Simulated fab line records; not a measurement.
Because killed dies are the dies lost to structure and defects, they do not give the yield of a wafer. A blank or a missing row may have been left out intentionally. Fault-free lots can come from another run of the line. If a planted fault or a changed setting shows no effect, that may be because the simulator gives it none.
A lot that was struck, set against a sound lot :: flow nand harc :: 14 out of 1302 route steps
Sound: wafers L281.1, L281.3, L281.5. Struck: wafer L289.1. (L289.4, L289.5 of the same lot were not struck and are left out.) The cause comes at the end.
Order at every step that has rows: each side's tool, ch and its chambers, its first start. Under that, the readings that differ: sound wafers :: struck wafers :: difference of the means :: sigmas: that difference in standard deviations of wafers without a fault.
alike: words and numbers the same on both sides, and readings whose means are apart by under 2 such deviations; not compared: readings that were withheld, readings missing a value for some wafer, numbers with overlapping values and no deviation given by the record, and bounds like >300 which may hide the same value.
Wherever a step has rows on one side only, a row that says differs or no value, or a row with sigmas, the two part there. When numbers do not overlap yet have no deviation, they are printed without sigmas and do not part them. A reading missing from all wafers of one side parts the sides only when that side holds two or more wafers.

first, 6 steps without rows for these wafers: NHARC_A_DECK1_JOINT_CVD_34 (deposits SiNx, target thk 20 nm); NHARC_A_DECK1_JOINT_DEP_06 (deposits SiOx, target thk 80 nm); NHARC_A_DECK1_JOINT_CURE_26 (time 32 s); NHARC_A_DECK1_JOINT_ANNEAL_27 (time 3600 s); NHARC_A_DECK1_JOINT_ANNEAL_28 (time 1800 s); NHARC_A_DECK1_JOINT_ANNEAL_29 (time 1800 s).
NHARC_A_DECK1_JOINT_CMP_02: polishes SiOx.
  sound on cmp-04 ch 1,3, day 13 14:02; struck on cmp-04 ch 2, day 16 19:46
reading: motor current A (A)
sound: 11.8 11.6 11.5
struck: 13.8
difference: +2.2
sigmas: +2
after that, 1 step had no rows for these wafers: NHARC_A_DECK1_JOINT_SRD_15.
NHARC_A_DECK1_JOINT_DEP_16: deposits SiO2, target thk 45 nm.
  sound on pecvd-01 ch 0,2, day 13 14:25; struck on pecvd-01 ch 2, day 16 20:09
  alike: heater power w, throttle valve pct
NHARC_A_DECK1_JOINT_THK_MEAS_17: measures by ellipsometry.
  sound on film metro-02, day 13 14:41; struck on film metro-01, day 16 20:26
  alike: thk nm
NHARC_A_DECK1_JOINT_INSPECT_05:
  sound on defect inspect-02, day 13 14:44; struck on defect inspect-02, day 16 20:28
  alike: raw defect count
NHARC_A_ONON_D2_DEP_00: target thk 1000 nm.
  sound on pecvd onon-03 ch 0, day 13 14:47; struck on pecvd onon-03 ch 0, day 16 20:32
  alike: n2 flow sccm
NHARC_A_ONON_D2_THK_MEAS_02: measures by ellipsometry.
  sound on film metro-01, day 13 15:17; struck on film metro-01, day 16 21:02
reading: thk nm (nm)
sound: 988 988 987
struck: 878
difference: -110
sigmas: -14
then NHARC_A_ONON_D2_DEP_03 (target thk 1000 nm), 1 step lacking rows for these wafers.

## WHERE THEY PART
At NHARC_A_DECK1_JOINT_CMP_02 first; at NHARC_A_ONON_D2_THK_MEAS_02 last (within this record only).

WHY: what had been put in by the simulator
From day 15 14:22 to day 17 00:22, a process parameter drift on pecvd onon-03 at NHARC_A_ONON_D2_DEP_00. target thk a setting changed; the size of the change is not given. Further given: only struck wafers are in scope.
